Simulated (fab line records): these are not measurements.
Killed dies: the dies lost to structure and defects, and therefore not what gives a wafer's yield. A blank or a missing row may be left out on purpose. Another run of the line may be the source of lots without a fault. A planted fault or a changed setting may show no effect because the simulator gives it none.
A struck lot beside a sound one / flow n5Finfet / 42 out of 1938 route steps
Sound: these wafers, L845.1, L845.2, L845.4. The struck wafers were L860.2, L860.5, L860.6. The cause is given at the end.
Order at every step that has rows: each side's tool, ch and its chambers, its first start. Under that, the readings that differ: sound wafers / struck wafers / difference of the means / sigmas: that difference in standard deviations of wafers without a fault.
alike: readings whose means differ by less than 2 such deviations, and words and numbers that are the same on both sides. not compared: withheld readings, readings that some wafer has no value for, bounds like >300 that may hide the same value, and numbers for which the record gives no deviation and whose values overlap.
Wherever a step has rows on one side only, a row that says differs or no value, or a row with sigmas, the two part there. Numbers that have no deviation but don't overlap get no sigmas and don't part them. A reading that every wafer of one side lacks parts them only if that side has two wafers or more.

first, 11 steps without rows for these wafers: N5_BEOL_M2_DESCUM_33 (chemistry O2, time 7 s); N5_BEOL_M2_ETCH_77 (etches underlayer in N2/H2, target depth 6.5 nm, time 5.2 s); N5_BEOL_M2_ETCH_69 (etches SiARC in CF4, target depth 15.6 nm, time 26 s); N5_BEOL_M2_ALD_98 (deposits SiO2, target thk 2.5 nm, pulse time 1 s, co reactant pulse time 1 s); N5_BEOL_M2_ETCHBACK_99 (etches SiO2 in CHF3, target depth 5 nm, time 10.4 s); N5_BEOL_M2_ETCH_70 (etches SOC in N2/H2, target depth 80 nm, overetch 24 nm, time 130 s); N5_BEOL_M2_STRIP_71 (strips in N2/H2); N5_BEOL_M2_STRIP_78 (strips in N2/H2); N5_BEOL_M2_VIA_ETCH_34 (etches the open film in C4F6/O2, target depth 69.4 nm, time 65.9 s); N5_BEOL_M2_STRIP_83 (strips in C4F6/O2); N5_BEOL_M2_STRIP_36 (strips in N2/H2).
N5_BEOL_M2_TRENCH_ETCH_37: etches SiOC in C4F6/O2, target depth 55.555 nm, time 29.2 s.
  sound on rieDiel-03 ch 0,2,3, day 7 11:55; struck on rieDiel-03 ch 0,3, day 10 12:07
reading=biasW (W); sound=184.8 185.3 185.8; struck=166.7 166.3 167.7; difference=-18.4; sigmas=-32
reading=rfVppV (V); sound=652 660 666; struck=601 608 602; difference=-56; sigmas=-10
reading=model.BEOL_M2.featureDepthNm (nm); sound=55.6 55.8 54.2; struck=53 53.6 53.8; difference=-2; sigmas=
reading=model.etch.depthNm (nm); sound=55.66 55.75 54.28; struck=53.06 53.52 53.76; difference=-1.78; sigmas=
  alike: chamberPressureMTorr, drypumpMotorCurrentA, oesProductAu, showerheadPlenumPTorr, throttleValvePct
  not compared: rfHoursCounterH
then, 27 steps without rows for these wafers: N5_BEOL_M2_ETCH_41 (etches SiCN in CH3F/O2, target depth 29.9 nm, time 52.5 s); N5_BEOL_M2_STRIP_97 (strips in N2/H2, time 10 s); N5_BEOL_M2_HM_STRIP_39 (strips TiN in peroxide tin strip, target depth 25 nm, time 158 s); N5_BEOL_M2_SRD_40 (time 30 s); N5_BEOL_M2_PRECLEAN_42 (cleans in residue remover, time 60 s); N5_BEOL_M2_SRD_43 (time 30 s); N5_BEOL_M2_DEGAS_44 (time 60 s); N5_BEOL_M2_PRE_CLEAN_45 (time 30 s); N5_BEOL_M2_ALD_84 (deposits TaN, pulse time 2 s, purge time 3 s, co reactant purge time 2 s); N5_BEOL_M2_SURFACE_TREAT_85; N5_BEOL_M2_CVD_47 (deposits Co from CCTBA/H2, target thk 3 nm, time 223.8 s); N5_BEOL_M2_SPUTTER_48 (material Cu, target thk 4.5 nm, time 8.29 s); N5_BEOL_M2_ANNEAL_49 (time 240 s); N5_BEOL_M2_SPUTTER_79 (material Cu, target thk 4.5 nm, time 8.29 s); N5_BEOL_M2_ANNEAL_80 (time 240 s); N5_BEOL_M2_SPUTTER_81 (material Cu, target thk 4.5 nm, time 8.29 s); N5_BEOL_M2_ANNEAL_82 (time 240 s); N5_BEOL_M2_SPUTTER_86 (material Cu, target thk 4.5 nm, time 8.29 s); N5_BEOL_M2_ANNEAL_87 (time 240 s); N5_BEOL_M2_SPUTTER_88 (material Cu, target thk 4.5 nm, time 8.29 s); N5_BEOL_M2_ANNEAL_89 (time 240 s); N5_BEOL_M2_SPUTTER_90 (material Cu, target thk 4.5 nm, time 8.29 s); N5_BEOL_M2_ANNEAL_91 (time 240 s); N5_BEOL_M2_SPUTTER_92 (material Cu, target thk 4.5 nm, time 8.29 s); N5_BEOL_M2_ANNEAL_93 (time 240 s); N5_BEOL_M2_SPUTTER_94 (material Cu, target thk 4.5 nm, time 8.29 s); N5_BEOL_M2_ANNEAL_95 (time 240 s).
N5_BEOL_M2_CMP_52: polishes, stops on SiOC, t overpolish 6.8 s, target thk 40 nm.
  sound on cmp-03 ch 0,1,3, day 7 15:22; struck on cmp-04 ch 0,1,2, day 10 16:55
  alike: barrierFieldEndpointS, clearingPlatenRpm, motorCurrentA, overpolishRunS, timeToEndpointS
  not compared: model.Cu_of_BEOL_M2_ECD_50.thkNm
N5_BEOL_M4_RC_MEAS_101:
  sound on prober-01 ch 0, day 8 17:02; struck on prober-02 ch 0, day 11 15:51
reading=DIBL_N (mV/V); sound=33.0 36.3 35.7; struck=38.9 39.8 38.5; difference=+4.1; sigmas=+3
reading=DIBL_P (mV/V); sound=32.0 34.8 34.8; struck=37.2 37.9 36.8; difference=+3.4; sigmas=+2
reading=SS_P (mV/dec); sound=71.4 72.9 73.5; struck=74.7 74.5 73.4; difference=+1.6; sigmas=+3
  alike: IOFF_N, IOFF_P, ION_N, ION_P, SS_N, VT_N, VT_P
N5_PASSIVATION_PROBE_49:
  the record has rows for the sound wafers here (prober-02, day 13 03:26) and none for the struck ones

== WHERE THEY PART ==
At N5_BEOL_M2_TRENCH_ETCH_37 first; at N5_PASSIVATION_PROBE_49 last (within this record only).

WHY: what the simulator had put in
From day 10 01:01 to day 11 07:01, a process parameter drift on rieDiel-03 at N5_BEOL_M2_TRENCH_ETCH_37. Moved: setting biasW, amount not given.
